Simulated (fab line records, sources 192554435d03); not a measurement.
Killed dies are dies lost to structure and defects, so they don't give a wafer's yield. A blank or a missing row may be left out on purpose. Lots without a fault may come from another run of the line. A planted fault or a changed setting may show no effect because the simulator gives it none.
fab line records | flow n5_finfet
record lots=4 wafers=12 last_day=17
route steps=1938 shown BEOL_M0_SAQP@692 BEOL_M0_CUTY@701 BEOL_M4@1111 PASSIVATION@1936
lots that met no fault: from a run of the same line without faults
start_h: hours from the record's first day to the start of the lot's first wafer shown | wait_h: hours since the lot's step before | " the same as in the row above | L1.1+2: a row that stands for several wafers | - no value, or no start given | * or withheld: withheld | < > ~ a bound
route shown NAME@n: a module of which the file shows steps, and the number in the route of the first | usual: mean/standard deviation of fault-free wafers | same: alike in all rows | chamber/n: place in a boat | sites: the reading at each site | _std_site: their standard deviation | _edge_site: outer sites' mean less inner sites' | radius_mm: how far each site lies from the wafer's centre | mask NAME#n: copy n | behind: the tool/chamber that last shaped the wafer | hold: why the lot was held/for how many hours/how that ended | device: the transistor (n, p or np) that didn't switch | end of line: the same wafers' tests at the end of the route | a step without rows: its recipe alone | killed: dies lost to structure and defects at the first sort, not the wafer's yield | map: a wafer's dies, x killed, . not, _ none there
set.NAME: the setting as run; set.NAME@STEP: as run at that earlier step | model.NAME: the simulator's own value behind a step, which no gauge read
lots at some steps of the route; a table a step, a row a wafer
services: from which hour (start_h, from the record's first day; less than 0 if before it) a tool's chamber was out of use, for how many hours, and why
## steps
# step N5_BEOL_M0_SAQP_DESCUM_45
# recipe chemistry=O2 time_s=7 source_power_w=50 bias_power_w=20 pressure_mtorr=20 rf_frequency_hz=2.712e+07 temp_c=40 resist=CAR-EUV o2_flow_sccm=225
# step N5_BEOL_M0_SAQP_ETCH_88
# recipe chemistry=N2/H2 target=underlayer target_depth_a=65 time_s=5.2 ion_energy_ev=200 mask_material=CAR-EUV pressure_mtorr=30 source_w=840 bias_w=150 n2_flow_sccm=200 h2_flow_sccm=200 ends=cleared
# step N5_BEOL_M0_SAQP_ETCH_73
# recipe chemistry=CF4 target=SiARC target_depth_a=195 mask_material=CAR-EUV time_s=32.5 ion_energy_ev=80 pressure_mtorr=40 source_w=545 bias_w=36 Ar_flow_sccm=100 cf4_flow_sccm=100 ends=cleared
# step N5_BEOL_M0_SAQP_CUT_ETCH_46
# recipe chemistry=N2/H2 target=SOC target_depth_a=1350 overetch_a=270 temp_c=40 time_s=202.5 ion_energy_ev=200 mask_material=SiARC pressure_mtorr=30 source_w=840 bias_w=150 n2_flow_sccm=200 h2_flow_sccm=200
# step N5_BEOL_M0_SAQP_STRIP_74
# recipe chemistry=N2/H2 temp_c=40 n2_flow_sccm=200 h2_flow_sccm=200 rf_frequency_hz=6e+07
# step N5_BEOL_M0_SAQP_STRIP_89
# recipe chemistry=N2/H2 temp_c=40 n2_flow_sccm=200 h2_flow_sccm=200 rf_frequency_hz=6e+07
# step N5_BEOL_M0_SAQP_ALD_48
# recipe material=SiO2 target_thk_a=200 temp_c=100 ald_precursor_family=BDEAS ald_co_reactant=O2-plasma pulse_time_s=1 co_reactant_pulse_time_s=1 purge_time_s=2 co_reactant_purge_time_s=2 ald_cycles=139 pressure_torr=2
# step N5_BEOL_M0_SAQP_ETCH_49
# recipe chemistry=CF4/O2 target_depth_a=370 target=SiO2 pressure_mtorr=40 source_w=535 bias_w=49 Ar_flow_sccm=100 cf4_flow_sccm=100 O2_flow_sccm=10 ion_energy_ev=100
# step N5_BEOL_M0_SAQP_STRIP_75
# recipe chemistry=CF4 resist=SiARC power_w=300 bias_power_w=75 pressure_mtorr=50 cf4_flow_sccm=150 rf_frequency_hz=6e+07
# step N5_BEOL_M0_CUTY_COAT_50
# recipe resist=SiARC temp_c=220 time_s=60 spin_rpm=1500 resist_thk_nm=15
# step N5_BEOL_M0_CUTY_COAT_51
# recipe resist=CAR-ArF-block spin_rpm=1500 resist_thk_nm=150
# usual spin_speed_rpm=1499.9/1
# columns lot.wafer tool chamber start_h wait_h spin_speed_rpm model.CAR-ArF-block_of_BEOL_M0_CUTY_COAT_51.thk_nm
L644.3 litho_track-04 0 122.05 - 1498.6 151
L644.4 " 0 " " 1498.4 150.6
L644.6 " 0 " " 1500.0 151
L647.1 litho_track-04 0 143.58 - 1404.6 155.4
L647.4 " 0 " " 1405.1 155.4
L647.5 " 0 " " 1404.8 155.2
L653.1 litho_track-04 0 184.79 - 1405.8 155.2
L653.3 " 0 " " 1406.2 155
L653.6 " 0 " " 1407.6 155
L662.2 litho_track-05 0 230.29 - 1498.6 150.6
L662.3 " 0 " " 1498.5 150.4
L662.6 " 0 " " 1500.0 150.6
# step N5_BEOL_M0_CUTY_EBR_52
# recipe solvent=PGMEA ebr_width_mm=1.5
# step N5_BEOL_M0_CUTY_SOFTBAKE_53
# recipe temp_c=110 time_s=60 resist=CAR-ArF-block
# step N5_BEOL_M0_CUTY_EXPOSE_54
# recipe mask_id=M0_ABLK na=1.35 source_shape=conventional sigma_outer=0.8 polarization=unpolarized dose_mj=36
# step N5_BEOL_M0_CUTY_PEB_55
# recipe peb_temp_c=110 peb_time_s=60 resist=CAR-ArF-block
# step N5_BEOL_M0_CUTY_DEVELOP_56
# recipe develop_time_s=30 developer=TMAH resist=CAR-ArF-block rinse_liquid=diw dry=air_spin dev_temp_c=23
# step N5_BEOL_M0_CUTY_DESCUM_61
# recipe chemistry=O2 time_s=7.9 source_power_w=50 bias_power_w=20 pressure_mtorr=20 rf_frequency_hz=2.712e+07 temp_c=40 resist=CAR-ArF-block o2_flow_sccm=225
# step N5_BEOL_M0_CUTY_ETCH_62
# recipe chemistry=CF4 target=SiARC mask_material=CAR-ArF-block time_s=58.5 ion_energy_ev=80 pressure_mtorr=40 source_w=545 bias_w=36 Ar_flow_sccm=100 cf4_flow_sccm=100 ends=cleared
# usual drypump_motor_current_A=5.6/0.39 etch_rf_on_time_s=58.5/1.2 oes_product_au=0.69/0.074 rf_vpp_V=184.4/1 showerhead_plenum_p_Torr=2.16/0.064 throttle_valve_pct=15.58/0.29
# columns lot.wafer tool chamber start_h wait_h drypump_motor_current_A etch_rf_on_time_s oes_product_au rf_hours_counter_h rf_vpp_V showerhead_plenum_p_Torr throttle_valve_pct model.CAR-ArF-block_of_BEOL_M0_CUTY_COAT_51.thk_nm
L644.3 rie_diel-04 2 122.52 0.0 5.7 56.9 0.76 25 184.8 2.18 15.05 119.2
L644.4 " 0 " " 5.4 57.3 0.73 41 185.9 2.26 15.72 119
L644.6 " 0 " " 5.4 57.0 0.73 - 184.6 2.26 15.73 119.4
L647.1 rie_diel-06 1 144.23 0.0 5.3 57.6 0.66 121 183.2 2.06 15.86 123.8
L647.4 " 3 " " 6.5 58.1 0.61 196 185.3 2.21 15.77 123.8
L647.5 " 1 " " 5.3 57.6 0.66 - 182.7 2.06 15.86 123.6
L653.1 rie_diel-03 1 185.27 0.0 5.6 61.5 0.58 241 182.7 2.11 15.72 123.8
L653.3 " 0 " " 5.1 58.9 0.74 43 183.2 2.10 15.60 123.4
L653.6 " 1 " " 5.6 61.9 0.58 - 182.6 2.11 15.71 123.4
L662.2 rie_diel-04 3 230.91 0.0 5.5 57.6 0.74 53 184.6 2.17 15.16 119
L662.3 " 0 " " 5.4 58.0 0.68 82 185.7 2.24 15.80 118.8
L662.6 " 2 " " 5.7 57.7 0.71 - 184.2 2.17 15.15 118.8
# step N5_BEOL_M0_CUTY_ETCH_63
# recipe chemistry=N2/H2 target=SOC target_depth_a=827 overetch_a=165 mask_material=SiARC temp_c=40 ion_energy_ev=200 time_s=124 pressure_mtorr=30 source_w=840 bias_w=150 n2_flow_sccm=200 h2_flow_sccm=200
# step N5_BEOL_M4_RC_MEAS_101
# usual DIBL_N=36.4/1.4 DIBL_P=36.3/1.8 IOFF_N=0.163/0.024 IOFF_P=0.21/0.034 ION_N=673/11 ION_P=461/7.4 SS_N=71.6/0.52 SS_P=73.3/0.58 VT_N=249.4/2.5 VT_P=-250/3.5
# columns lot.wafer tool chamber start_h wait_h DIBL_N[mV/V] DIBL_P[mV/V] IOFF_N[nA/um] IOFF_P[nA/um] ION_N[uA/um] ION_P[uA/um] SS_N[mV/dec] SS_P[mV/dec] VT_N[mV] VT_P[mV]
L644.3 prober-01 0 175.48 0.3 36.0 37.0 0.159 0.22 666 460 71.7 73.3 252.2 -248
L644.4 " 0 " " 36.0 35.9 0.148 0.21 660 459 72.2 72.9 248.3 -248
L644.6 " 0 " " 38.1 39.2 0.187 0.26 678 467 72.2 74.2 246.8 -247
L647.1 prober-01 0 201.62 0.0 35.6 36.3 0.159 0.20 674 457 71.3 73.8 251.1 -252
L647.4 " 0 " " 35.8 36.3 0.154 0.20 663 457 71.4 73.7 251.2 -252
L647.5 " 0 " " 36.3 37.0 0.165 0.22 664 455 72.2 73.6 251.1 -251
L653.1 prober-01 0 228.77 0.0 37.1 36.4 0.171 0.21 697 468 72.2 73.7 247.3 -251
L653.3 " 0 " " 34.6 33.9 0.134 0.18 672 461 71.6 73.0 252.5 -252
L653.6 " 0 " " 33.0 31.1 0.109 0.15 673 466 71.1 72.8 252.5 -255
L662.2 prober-01 0 286.57 0.2 37.4 37.1 0.166 0.23 674 464 72.2 73.5 248.7 -248
L662.3 " 0 " " 38.9 38.8 0.193 0.27 688 467 71.9 73.6 249.4 -247
L662.6 " 0 " " 39.5 39.1 0.201 0.27 686 471 72.2 74.1 247.1 -244
# step N5_PASSIVATION_PROBE_49
# usual defect_limited_yield=91.4/1.6 killed_at_M0_to_M3=34/12 killed_at_M4_up=13/5.2 killed_at_contacts=11/5.5 killed_at_front_end=40/13 killed_at_other=3.4/2.7 killed_dies=102/19 killed_open=66/15 killed_short=33/7.9 sort_bin_5_function=5.1/1.1 sort_bin_6_memory=3.2/0.7 sort_n_pass=1078/19 sort_yield_pct=91.4/1.6
# same gross_dies=1180 killed_at_back_side=0 sort_bin_4_leakage[%]=0 sort_bin_8_speed[%]=0
# columns lot.wafer tool chamber start_h wait_h defect_limited_yield[%] killed_at_M0_to_M3 killed_at_M4_up killed_at_contacts killed_at_front_end killed_at_other killed_dies killed_open killed_short sort_bin_5_function[%] sort_bin_6_memory[%] sort_n_pass sort_yield_pct[%]
L644.3 prober-02 - 277.53 0.1 93.1 37 10 9 19 6 81 51 29 4.2 2.5 1099 93.1
L644.4 prober-02 - 277.58 0.2 93.1 18 15 4 41 4 82 43 38 3.7 3.0 1098 93.1
L644.6 prober-02 - 277.68 0.3 93.6 33 9 5 27 2 76 48 27 3.3 3.0 1104 93.6
L647.1 prober-01 - 302.33 0.0 92.1 27 15 7 39 5 93 53 40 4.9 2.7 1087 92.1
L647.4 prober-01 - 302.48 0.2 91.8 31 14 3 48 1 97 60 36 4.9 2.9 1083 91.8
L647.5 prober-01 - 302.53 0.2 93.1 22 13 5 40 1 81 55 24 4.4 2.1 1099 93.1
L662.3 prober-01 - 400.71 0.1 93.4 32 8 4 34 0 78 52 24 4.1 2.2 1102 93.4
# killed by level:class
L644.3 BEOL_M2:geometric_particle:open=13 MOL_CONTACT_COAG:geometric_particle:open=9 BEOL_M0_SAQP:geometric_particle:short=7 BEOL_M0_SAQP:geometric_particle:open=7 FIN_SAQP:geometric_particle:open=4 GATE_CUT:geometric_particle:short=4 BEOL_M3:geometric_particle:short=4 ILD0:geometric_particle:open=3
L644.4 BEOL_M2:geometric_particle:open=9 GATE_CUT:geometric_particle:short=7 BEOL_M4:geometric_particle:open=6 STARTING-WAFER:geometric_particle:short=6 DUMMY_GATE:geometric_particle:open=5 ILD0:geometric_particle:short=5 FIN_SAQP:geometric_particle:short=4 STI_FIN_REVEAL:geometric_particle:open=4
L644.6 BEOL_M2:geometric_particle:open=8 STARTING-WAFER:geometric_particle:open=6 GATE_CUT:geometric_particle:short=5 BEOL_M1:geometric_particle:open=5 FIN_SAQP:geometric_particle:short=4 DUMMY_GATE:geometric_particle:open=4 MOL_CONTACT_COAG:geometric_particle:open=4 BEOL_M3:geometric_particle:short=4
L647.1 BEOL_M0_SAQP:geometric_particle:short=14 FIN_SAQP:geometric_particle:open=9 FIN_SAQP:geometric_particle:short=9 BEOL_M0_SAQP:geometric_particle:open=7 BEOL_M4:geometric_particle:open=7 STI_FIN_REVEAL:geometric_particle:open=6 GATE_CUT:geometric_particle:short=5 MOL_CONTACT_COAG:geometric_particle:open=5
L647.4 FIN_SAQP:geometric_particle:open=17 BEOL_M2:geometric_particle:open=10 BEOL_M0_SAQP:geometric_particle:short=9 FIN_SAQP:geometric_particle:short=8 BEOL_M4:geometric_particle:open=8 STI_FIN_REVEAL:geometric_particle:open=5 DUMMY_GATE:geometric_particle:short=4 BEOL_M0_SAQP:geometric_particle:open=4
L647.5 STI_FIN_REVEAL:geometric_particle:open=12 FIN_SAQP:geometric_particle:open=6 MOL_CONTACT_COAG:geometric_particle:open=5 BEOL_M0_SAQP:geometric_particle:open=5 BEOL_M3:geometric_particle:open=5 BEOL_M4:geometric_particle:open=5 FIN_SAQP:geometric_particle:short=4 BEOL_M2:geometric_particle:open=4
L662.3 BEOL_M2:geometric_particle:open=12 FIN_SAQP:geometric_particle:short=9 BEOL_M1:geometric_particle:open=9 FIN_SAQP:geometric_particle:open=8 STI_FIN_REVEAL:geometric_particle:open=6 BEOL_M3:geometric_particle:open=4 STI_FIN_REVEAL:geometric_particle:short=3 MOL_CONTACT_COAG:geometric_particle:open=3
## services
# columns tool chamber start_h hours kind
rie_diel-03 0 111.09 14.0 repair
rie_diel-03 3 148.21 - clean
rie_diel-03 3 148.21 - consumable_replace:focus_ring
rie_diel-03 3 148.21 29.4 scheduled_down
rie_diel-03 3 148.21 29.4 vent_cycle
rie_diel-04 1 149.34 - clean
rie_diel-04 1 149.34 - consumable_replace:focus_ring
rie_diel-04 1 149.34 18.4 scheduled_down
rie_diel-04 1 149.34 18.4 vent_cycle
rie_diel-03 1 211.40 - clean
rie_diel-03 1 211.40 - consumable_replace:focus_ring
rie_diel-03 1 211.40 17.4 scheduled_down
rie_diel-03 1 211.40 17.4 vent_cycle
rie_diel-06 3 226.21 11.0 repair
## key
first_sign step=N5_BEOL_M0_CUTY_COAT_51 reading=spin_speed_rpm direction=down sigmas=94 usual=* struck=*
effect none on later readings
model_effect step=N5_BEOL_M0_CUTY_COAT_51 value=CAR-ArF-block_of_BEOL_M0_CUTY_COAT_51.thk_nm without=150.3 struck=155.2
model_effect step=N5_BEOL_M0_CUTY_ETCH_62 value=CAR-ArF-block_of_BEOL_M0_CUTY_COAT_51.thk_nm without=118.7 struck=123.6
met_at N5_BEOL_M0_CUTY_COAT_51
struck_wafers L647.1,L647.4,L647.5,L653.1,L653.3,L653.6
onset_between 122.05 143.58
fault kind=process_parameter_drift tool=litho_track-04 chamber=- onset_h=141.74 steps=N5_BEOL_M0_CUTY_COAT_51 channel=spin_rpm offset=* shape=step end_h=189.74 acts_in=* stated=*
